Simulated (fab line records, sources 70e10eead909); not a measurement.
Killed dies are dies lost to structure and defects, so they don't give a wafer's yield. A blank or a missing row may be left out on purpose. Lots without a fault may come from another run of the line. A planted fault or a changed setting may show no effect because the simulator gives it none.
Which tool did it? | flow nand_harc | 10 lots, 30 wafers sampled, at 4 steps of a route of 1302

WHAT THE GAUGES READ, wafer by wafer
NHARC_P_M2_CD_MEAS_09: target cd 170 nm.
lot  | measured     | on        | cd_nm (nm)
L438 | day 6 13:05  | cd_sem-01 | 169.7 169.7 170.1
L439 | day 6 16:46  | cd_sem-01 | 171.2 171.8 170.7
L443 | day 8 07:52  | cd_sem-03 | 169.3 169.7 168.8
L446 | day 9 18:55  | cd_sem-02 | 169.8 170.4 170.0
L452 | day 12 13:11 | cd_sem-03 | 170.5 169.4 170.6
L454 | day 13 00:55 | cd_sem-03 | 175.0 173.8 174.6
L455 | day 13 13:19 | cd_sem-01 | 173.3 174.4 175.1
L456 | day 13 21:05 | cd_sem-02 | 170.6 169.1 169.0
L459 | day 14 23:50 | cd_sem-02 | 170.9 170.7 170.6
L460 | day 15 19:46 | cd_sem-03 | 169.2 169.3 169.8

WHICH TOOL RAN EACH LOT (tool, then ch and the chambers of the sampled wafers, then the start)
lot  | NHARC_P_M1_DESCUM_14               | NHARC_P_M1_ETCH_15                            | NHARC_P_M2_PEB_07
L438 | rie_diel-03 ch 0,1,2, day 6 09:08  | rie_diel-03 ch 2,3, day 6 13:01 or earlier    | litho_track-04 ch 0, day 6 13:01
L439 | rie_diel-03 ch 0,2, day 6 12:54    | rie_diel-03 ch 0,2,3, day 6 16:41 or earlier  | litho_track-04 ch 0, day 6 16:41
L443 | rie_diel-07 ch 0,1, day 8 03:53    | rie_diel-07 ch 0,2,3, day 8 07:47 or earlier  | litho_track-06 ch 0, day 8 07:47
L446 | rie_diel-03 ch 1,2,3, day 9 14:58  | rie_diel-03 ch 1,2,3, day 9 18:50 or earlier  | litho_track-06 ch 0, day 9 18:50
L452 | rie_diel-07 ch 0,2, day 12 08:41   | rie_diel-07 ch 0,1, day 12 13:05 or earlier   | litho_track-04 ch 0, day 12 13:05
L454 | rie_diel-07 ch 1,2,3, day 12 20:58 | rie_diel-07 ch 1,2,3, day 13 00:50 or earlier | litho_track-04 ch 0, day 13 00:50
L455 | rie_diel-03 ch 0,3, day 13 09:03   | rie_diel-03 ch 0,1,2, day 13 13:14 or earlier | litho_track-04 ch 0, day 13 13:14
L456 | rie_diel-03 ch 0,1,3, day 13 17:14 | rie_diel-03 ch 1,2,3, day 13 21:00 or earlier | litho_track-01 ch 0, day 13 21:00
L459 | rie_diel-03 ch 0,1,2, day 14 19:46 | rie_diel-03 ch 0,2, day 14 23:46 or earlier   | litho_track-06 ch 0, day 14 23:46
L460 | rie_diel-03 ch 1,2,3, day 15 15:49 | rie_diel-03 ch 0,1,2, day 15 19:41 or earlier | litho_track-01 ch 0, day 15 19:41
- NHARC_P_M1_DESCUM_14: chemistry O2, time 3 s.
- NHARC_P_M1_ETCH_15: etches the open film in C4F8/Ar, target depth 182.5 nm, time 91.2 s.
- NHARC_P_M2_PEB_07: peb time 65 s.

THE ANSWER, worked out from the rows above alone
Rule: what is usual is taken from the lots themselves. Put in order of their means at a reading, lots are off if they are a third of the lots or fewer, leave a main group of 4 or more, and stand apart from it by a gap of 3 or more times the standard deviation of the main group's means; of several such gaps the widest counts. A main group whose means are all the same, to the digits that the tables above print for the reading, isn't used. A lot without any number at a reading at which 4 lots or more have one is off too. The other lots that the step has rows for count as sound.
Off: L454, L455, at NHARC_P_M2_CD_MEAS_09 (cd_nm). The main group: mean 170.0 nm, standard deviation 0.63.
A tool fits if, at a process step before that reading, it ran every lot that is off, and no sound lot after the first of them. The gauges at NHARC_P_M2_CD_MEAS_09 are tried like those tools. NHARC_P_M1_ETCH_15 gives no start for some lots, so the hours and the order of its lots are those of NHARC_P_M2_PEB_07. One fits: litho_track-04 at NHARC_P_M2_PEB_07. Its last sound lot is L452 (day 12 13:05), its first lot that is off L454 (day 13 00:50): a fault that began between those two fits.

WHAT THE SIMULATOR HAD PUT IN
Process parameter drift: litho_track-04, from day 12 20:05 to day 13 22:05, at NHARC_P_M2_PEB_07. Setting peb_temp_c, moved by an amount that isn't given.
Lots struck among those shown: L454, L455. The rule above found the same.
